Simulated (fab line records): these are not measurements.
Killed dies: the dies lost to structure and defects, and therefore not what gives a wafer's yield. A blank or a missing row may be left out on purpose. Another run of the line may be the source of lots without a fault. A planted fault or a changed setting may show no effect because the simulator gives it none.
A lot that was struck, set against a sound lot	flow nandHarc	14 out of 1159 route steps
Sound: wafers L781.1, L781.5, L781.6. Struck: wafers L785.1, L785.5, L785.6. At the end, the cause is stated.
For every step that has rows: the tool of each side, followed by ch and its chambers, followed by its first start. Under that, the readings that differ: sound wafers	struck wafers	difference of the means	sigmas: that difference in standard deviations of wafers without a fault.
alike: readings with means less than 2 such deviations apart, plus words and numbers identical on both sides. not compared: withheld readings, readings lacking a value on some wafer, bounds such as >300 that could conceal the same value, and numbers that have no deviation in the record and whose values overlap.
A row with sigmas, a row that says differs or no value, or rows on one side alone: a step with any of these is where the two part. Numbers that don't overlap but have no deviation are shown without sigmas and don't part them. A reading missing from all wafers of one side parts the sides only when that side holds two or more wafers.

first, 1 step without rows for these wafers: NHARC_P_ZERO_WELL_HARDBAKE_12 (time 65 s).
NHARC_P_ZERO_WELL_DESCUM_13: chemistry O2, time 3 s.
  sound on rieDiel-01 ch 0,1,3, day 2 07:25; struck on rieDiel-13 ch 0,1,2, day 3 07:25
  alike: drypumpMotorCurrentA, oesProductAu, rfVppV, showerheadPlenumPTorr, throttleValvePct
  not compared: rfHoursCounterH
NHARC_P_ZERO_WELL_ETCH_65: etches the open film in N2/H2, target depth 80 nm, overetch 24 nm, time 87.88 s.
  sound on rieDiel-01 ch 0,1,2, day 2 07:29; struck on rieDiel-13 ch 0,1, day 3 07:29
  alike: drypumpMotorCurrentA, oesProductAu, rfFwdPowerW, rfVppV, showerheadPlenumPTorr, throttleValvePct
  not compared: rfHoursCounterH
NHARC_P_ZERO_WELL_ETCH_62: etches the open film in CHF3/Ar, target depth 13 nm, time 6.5 s.
  sound: rieDiel-01 ch 0,1; struck: rieDiel-13 ch 0,1,3
reading	sound	struck	difference	sigmas
oesProductAu (a.u.)	0.974 0.976 0.950	0.923 0.905 0.925	-0.049	-2
  alike: chf3FlowSccm, drypumpMotorCurrentA, rfFwdPowerW, rfVppV, showerheadPlenumPTorr, throttleValvePct
  not compared: rfHoursCounterH
NHARC_P_ZERO_WELL_ETCH_63: etches the open film in HBr/Cl2, target depth 120 nm, time 40.1 s.
  sound on rieSi-05 ch 1,2, day 2 07:39; struck on rieSi-03 ch 0,1,2, day 3 07:41
reading	sound	struck	difference	sigmas
oesProductAu (a.u.)	0.964 0.984 0.978	1.009 1.013 1.020	+0.039	+3
  alike: drypumpMotorCurrentA, rfFwdPowerW, throttleValvePct
  not compared: rfHoursCounterH
then, 7 steps without rows for these wafers: NHARC_P_ZERO_WELL_STRIP_15 (strips in SPM, time 900 s); NHARC_P_ZERO_WELL_DEHYDRATE_16 (time 120 s); NHARC_P_ZERO_WELL_HMDS_17 (time 30 s); NHARC_P_ZERO_WELL_COAT_18; NHARC_P_ZERO_WELL_SOFTBAKE_19 (time 95 s); NHARC_P_ZERO_WELL_EBR_20; NHARC_P_ZERO_WELL_EXPOSE_21 (exposes mask P NWELL, target cd 720 nm).
NHARC_P_ZERO_WELL_PEB_22: peb time 85 s.
  struck on lithoTrack-03, day 3 08:29; sound on lithoTrack-03 ch 0, day 2 08:29
  no value came back on the struck wafers for chillPlateTempC (C), exhaustPa (Pa), pebTimeS (s); on the sound wafers chillPlateTempC (C) reads 22.75 22.96 22.85
then, 1 step without rows for these wafers: NHARC_P_ZERO_WELL_DEVELOP_23 (time 70 s).

## WHERE THEY PART
Last at NHARC_P_ZERO_WELL_PEB_22 as far as this record goes, first at NHARC_P_ZERO_WELL_ETCH_62.

WHY: what the simulator had put in
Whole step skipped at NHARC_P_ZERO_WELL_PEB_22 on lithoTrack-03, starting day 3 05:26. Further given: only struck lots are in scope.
